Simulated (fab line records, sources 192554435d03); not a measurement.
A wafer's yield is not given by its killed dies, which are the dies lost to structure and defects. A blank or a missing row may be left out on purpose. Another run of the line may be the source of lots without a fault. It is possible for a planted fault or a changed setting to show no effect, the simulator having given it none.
Chamber matching + flow n5 finfet + N5_BEOL_M6_CURE_74 on uv cure-02 has 3 sister chambers
The step cures SiCOH lowk, time 240 s. 3 wafers are shown with their chamber, then 9 later ones without.

## WAFERS PAIRED WITH THEIR CHAMBERS
| wafer  | chamber | wafer_temp_C_max |
|--------|---------|------------------|
| L075.6 | 2       | 386.9            |
| L083.4 | 0       | 386.3            |
| L091.4 | 1       | 386.5            |

## WAFERS WHOSE CHAMBER IS MISSING
| wafer  | wafer_temp_C_max |
|--------|------------------|
| L091.2 | 387.6            |
| L091.5 | 386.8            |
| L091.6 | 386.5            |
| L090.2 | 387.0            |
| L090.3 | 386.6            |
| L090.5 | 386.4            |
| L095.2 | 387.3            |
| L095.4 | 387.0            |
| L095.5 | 387.0            |

## WHICH CHAMBER EACH ONE RAN IN
| wafer  | from the rows above          | in truth |
|--------|------------------------------|----------|
| L091.2 | can't be placed: 2 or 1      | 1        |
| L091.5 | can't be placed: 2 or 1 or 0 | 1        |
| L091.6 | can't be placed: 1 or 0 or 2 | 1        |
| L090.2 | can't be placed: 2 or 1      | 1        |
| L090.3 | can't be placed: 1 or 2 or 0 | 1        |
| L090.5 | can't be placed: 0 or 1 or 2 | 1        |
| L095.2 | can't be placed: 2 or 1      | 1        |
| L095.4 | can't be placed: 2 or 1      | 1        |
| L095.5 | can't be placed: 2 or 1      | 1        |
Correct placement for 0 of the 9. Unplaceable from these rows: 9, with the true chamber sitting among the candidates in 9. Number placed wrongly: 0.
How it was worked out, from the rows above alone: a wafer's distance from a chamber is the root of the sum, over the readings, of the square of ((its reading less the chamber's mean) divided by the reading's scatter). If the next closest chamber is less than 2 further off than the closest, the wafer can't be placed; otherwise it belongs to the closest. A chamber's mean is the mean of its shown wafers. The scatter: with one shown wafer a chamber, the root of the mean of the squares of how far each hidden wafer lies from its nearest shown one.
